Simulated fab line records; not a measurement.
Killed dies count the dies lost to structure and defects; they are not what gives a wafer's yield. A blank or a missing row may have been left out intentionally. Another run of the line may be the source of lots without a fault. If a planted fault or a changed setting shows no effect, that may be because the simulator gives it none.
8D (eight disciplines) problem report, filled in by code | flow n5-finfet | the parts of the form that need people (team, actions taken, sign-off) are left out

## 1. WHAT IS WRONG
Wafers without a fault read 1500.1 rpm with a standard deviation of 0.93, while spin-speed-rpm at N5_BEOL_M5_COAT_60 averages 1403.8 rpm across 2 wafers of 1 lot. So: -99 or more standard deviations from the usual mean.
The step: time 60 s, resist thk 12 nm.
First seen on wafer L600.3, day 13 04:52, on litho-track-05. The record has a number at this step for 14 wafers belonging to 5 lots. By rule, "out" or "out of limits" means more than 4 standard deviations away from the usual mean. Any other wafer with a number is counted as sound.

## 2. WHAT IT IS AND WHAT IT IS NOT
question                    | is                     | is not
which readings at this step | spin-speed-rpm         | -
which lots                  | L600                   | L588, L590, L593, L602
which wafers of those lots  | all that have a number | -
read on which tools         | litho-track-05         | litho-track-01, litho-track-04
when                        | from day 13 04:52      | up to then (9 sound wafers); but 3 sound wafers of L602 came after

## 3. SUSPECTS, AND WHAT RULES EACH OUT
Counting: a tool stays on the suspect list if, at a process step up to the reading, it processed all lots that are out and no sound lot following the first of them.
- cvd-co-01 at N5_BEOL_M4_CO_CAP_55 (material Co, precursor CCTBA/H2, target thk 2 nm, time 102.1 s): kept. It ran the lot that is out, L600 (day 13 00:49), and no sound lot after that; its last sound lot up to then is L593 (day 11 14:19).
- pecvd-04 at N5_BEOL_M4_DEP_57 (deposits SiCN from 3MS/NH3, target thk 8 nm, time 14 s): ruled out as a lasting fault. Sound lots L602 ran on it after its first lot that is out, L600 (day 13 00:56).
- pecvd-03 at N5_BEOL_M5_ILD_DEP_00 (deposits SiCOH lowk from DEMS/porogen, target thk 140.64 nm, time 25.9 s): kept. It ran the lot that is out, L600 (day 13 02:01), and no sound lot after that; its last sound lot up to then is L593 (day 11 15:31).
- pecvd-04 at N5_BEOL_M5_PECVD_70 (deposits SiO2 from TEOS/O2, target thk 16 nm, time 18 s): ruled out as a lasting fault. Sound lots L602 ran on it after its first lot that is out, L600 (day 13 02:52).
- litho-track-05 at N5_BEOL_M5_COAT_60 (time 60 s, resist thk 12 nm): kept. It ran the lot that is out, L600 (day 13 04:52), and no sound lot after that; its last sound lot up to then is L593 (day 11 16:19). Out on those wafers are its own readings of spin-speed-rpm.
Still standing after the count: cvd-co-01 at N5_BEOL_M4_CO_CAP_55, pecvd-03 at N5_BEOL_M5_ILD_DEP_00, litho-track-05 at N5_BEOL_M5_COAT_60.

## 4. THE CAUSE (what the simulator had put in)
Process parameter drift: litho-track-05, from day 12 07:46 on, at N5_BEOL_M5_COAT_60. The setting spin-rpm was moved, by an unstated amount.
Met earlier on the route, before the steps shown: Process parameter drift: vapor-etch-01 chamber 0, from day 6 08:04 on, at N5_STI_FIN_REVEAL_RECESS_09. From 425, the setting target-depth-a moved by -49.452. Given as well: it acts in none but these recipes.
3 suspects survive the count, and this tool is in that group.

## 5. SEQUENCE OF EFFECTS, ordered by route
One row per reading whose mean, taken over the struck wafers that have a number, lies over 3 standard deviations from the usual. Only readings whose record carries a usual standard deviation are examined. hours: median over the lots of the time between each lot's start at the first step of this table that gives one and its start at this step. sigmas: the change, counted in usual standard deviations.
hours | step               | reading        | usual      | on struck wafers | change | sigmas
0     | N5_BEOL_M5_COAT_60 | spin-speed-rpm | 1500.1 rpm | 1403.8           | -96.3  | -99 or more
It contains these process steps:
- N5_BEOL_M5_COAT_60: time 60 s, resist thk 12 nm.
Later measuring or inspecting steps at which every struck wafer that the step has a row for has a number for every such reading, and none has moved that far: N5_BEOL_M5_CD_MEAS_11, N5_BEOL_M5_OVL_MEAS_12, N5_BEOL_M5_INSPECT_13.

## 6. WHAT WOULD HAVE CAUGHT IT SOONER
In this record no reading fell out of limits until day 13 04:52, 21 hours after the fault had begun at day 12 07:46.
